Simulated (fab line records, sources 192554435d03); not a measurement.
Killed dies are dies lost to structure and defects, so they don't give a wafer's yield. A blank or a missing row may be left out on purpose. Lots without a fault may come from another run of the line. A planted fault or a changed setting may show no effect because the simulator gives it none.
Which tool did it? | flow n5_finfet | 8 lots, 24 wafers sampled, at 3 steps of a route of 1938

WHAT THE GAUGES READ, wafer by wafer
N5_BEOL_M4_RC_MEAS_101. Usual: DIBL_N 36.4 mV/V, standard deviation 1.3; DIBL_P 36.5 mV/V, standard deviation 1.7; IOFF_N 0.154 nA/um, standard deviation 0.022; IOFF_P 0.202 nA/um, standard deviation 0.025; ION_N 671 uA/um, standard deviation 9.8; ION_P 460 uA/um, standard deviation 6.8; SS_N 71.6 mV/dec, standard deviation 0.54; SS_P 73.4 mV/dec, standard deviation 0.58; VT_N 250.9 mV, standard deviation 2.8; VT_P -251.4 mV, standard deviation 2.7.
lot  | measured     | on        | DIBL_N (mV/V)  | DIBL_P (mV/V)  | IOFF_N (nA/um)    | IOFF_P (nA/um)    | ION_N (uA/um) | ION_P (uA/um) | SS_N (mV/dec)  | SS_P (mV/dec)  | VT_N (mV)         | VT_P (mV)            | flag
L905 | day 7 23:53  | prober-01 | 39.0 39.4 40.5 | 37.2 37.7 39.9 | 0.176 0.183 0.224 | 0.213 0.222 0.259 | 686 683 697   | 469 461 477   | 73.3 72.5 72.8 | 74.2 74.1 74.2 | 247.0 247.6 244.5 | -251.2 -249.5 -250.8 |
L917 | day 10 14:14 | prober-01 | 35.9 35.8 35.6 | 38.8 39.1 38.8 | 0.157 0.153 0.147 | 0.192 0.191 0.182 | 673 665 672   | 458 458 452   | 71.7 71.6 71.8 | 73.6 73.8 73.1 | 249.1 251.6 252.3 | -254.4 -251.8 -254.5 |
L918 | day 10 14:43 | prober-02 | 36.2 35.1 34.2 | 36.7 35.4 33.9 | 0.164 0.143 0.132 | 0.205 0.187 0.176 | 681 671 671   | 464 459 458   | 71.7 71.8 71.3 | 72.6 72.5 72.5 | 250.9 252.5 251.3 | -250.8 -251.6 -253.4 |
L920 | day 11 21:14 | prober-01 | 37.2 35.0 36.2 | 35.4 34.6 35.3 | 0.176 0.140 0.156 | 0.210 0.197 0.205 | 665 667 663   | 452 457 456   | 72.6 72.0 71.8 | 73.9 73.3 73.6 | 250.9 252.5 250.5 | -251.1 -249.8 -248.8 |
L922 | day 12 04:25 | prober-01 | 34.8 35.5 36.8 | 34.5 35.5 36.3 | 0.125 0.136 0.145 | 0.172 0.194 0.209 | 655 660 659   | 449 458 458   | 71.9 71.4 71.2 | 72.9 73.9 73.0 | 256.1 254.0 250.3 | -255.7 -254.8 -253.4 |
L926 | day 12 23:37 | prober-02 | 38.7 37.7 38.3 | 40.7 40.3 41.4 | 0.203 0.184 0.213 | 0.250 0.238 0.267 | 671 675 679   | 462 457 461   | 73.0 72.1 72.4 | 74.1 74.4 73.9 | 248.8 249.9 248.1 | -248.9 -249.7 -247.8 |
L925 | day 13 07:52 | prober-01 | 37.1 37.6 37.2 | 35.6 37.3 37.7 | 0.163 0.188 0.193 | 0.198 0.241 0.248 | 661 676 687   | 449 463 469   | 71.9 71.9 71.4 | 73.7 74.4 73.6 | 250.8 244.2 246.1 | -252.9 -245.9 -245.7 |
L928 | day 13 17:35 | prober-01 | 36.1 37.4 37.3 | 37.4 38.9 38.9 | 0.157 0.189 0.187 | 0.192 0.220 0.211 | 677 685 669   | 453 465 455   | 71.5 71.6 71.8 | 73.3 74.2 73.7 | 247.4 245.6 248.7 | -252.0 -250.3 -251.6 |

N5_BEOL_M6_INSPECT_30: inspects for defects (brightfield). Usual: raw_defect_count 404, standard deviation 88.
lot  | measured     | on                | raw_defect_count | flag
L905 | day 8 19:39  | defect_inspect-02 | 415 324 365      |
L917 | day 11 12:44 | defect_inspect-01 | 342 436 360      |
L918 | day 11 07:44 | defect_inspect-01 | 345 351 471      |
L920 | day 12 16:28 | defect_inspect-02 | 310 346 338      |
L922 | day 12 22:37 | defect_inspect-01 | 402 444 454      |
L926 | day 13 16:46 | defect_inspect-01 | 436 440 536      |
L925 | day 13 23:39 | defect_inspect-01 | 523 670 607      |
L928 | day 14 09:55 | defect_inspect-01 | 335 244 339      |

WHICH TOOL RAN EACH LOT (tool, then ch and the chambers of the sampled wafers, then the start)
lot  | N5_BEOL_M6_STRIP_19
L905 | rie_diel-05 ch 0,2, day 8 17:53
L917 | rie_diel-05 ch 1,2,3, day 11 12:13
L918 | rie_diel-05 ch 1,3, day 11 07:10
L920 | rie_diel-02 ch 0,2,3, day 12 12:50
L922 | rie_diel-06 ch 0,2, day 12 21:52
L926 | rie_diel-05 ch 1,2, day 13 14:33
L925 | rie_diel-05 ch 0,2,3, day 13 22:59
L928 | rie_diel-06 ch 1,2,3, day 14 07:09
- N5_BEOL_M6_STRIP_19: strips in O2.

WHAT THE TOOLS THEMSELVES READ (means of the sampled wafers that have a number; where no wafer has one, the mark that the record gives instead)
N5_BEOL_M6_STRIP_19. Usual: drypump_motor_current_A 5.8 A, standard deviation 0.39; o2_flow_sccm 225.0 sccm, standard deviation 0.69; oes_product_au 0.79 a.u., standard deviation 0.096; rf_vpp_V 3.7 V, standard deviation 0.58; showerhead_plenum_p_Torr 2.05 Torr, standard deviation 0.058; throttle_valve_pct 16.73 %, standard deviation 0.29.
lot  | tool        | drypump_motor_current_A (A) | o2_flow_sccm (sccm) | oes_product_au (a.u.) | rf_vpp_V (V) | showerhead_plenum_p_Torr (Torr) | throttle_valve_pct (%) | flag
L905 | rie_diel-05 | 6.0                         | 224.9               | 0.91                  | 3.5          | 2.10                            | 16.54                  |
L917 | rie_diel-05 | 5.7                         | 224.8               | 0.82                  | 3.4          | 2.07                            | 16.60                  |
L918 | rie_diel-05 | 5.6                         | 225.5               | 0.77                  | 4.1          | 2.05                            | 16.64                  |
L920 | rie_diel-02 | 6.0                         | 225.1               | 0.69                  | 3.2          | 2.04                            | 17.14                  |
L922 | rie_diel-06 | 5.9                         | 224.9               | 0.88                  | 3.7          | 2.05                            | 16.43                  |
L926 | rie_diel-05 | 5.8                         | 225.1               | 0.85                  | 2.8          | 2.09                            | 16.59                  |
L925 | rie_diel-05 | 5.8                         | 225.2               | 0.87                  | 4.0          | 2.06                            | 16.52                  |
L928 | rie_diel-06 | 6.0                         | 225.6               | 0.76                  | 3.9          | 2.04                            | 16.71                  |

THE ANSWER, worked out from the rows above alone
Rule: a lot is off if the mean of its wafers that have a number lies more than 3 standard deviations from the usual mean. A lot without any number at a reading at which 4 lots or more have one is off too. The other lots that the step has rows for count as sound. The gauges are gone through in route order, then the tools' own readings, and for those a lot's mean is taken as printed above. The first step at which some lot is off is used, and at that step the reading that is off furthest; a lot without a number counts as furthest.
No lot is off at any reading shown: from this, nothing can be told.

WHAT THE SIMULATOR HAD PUT IN
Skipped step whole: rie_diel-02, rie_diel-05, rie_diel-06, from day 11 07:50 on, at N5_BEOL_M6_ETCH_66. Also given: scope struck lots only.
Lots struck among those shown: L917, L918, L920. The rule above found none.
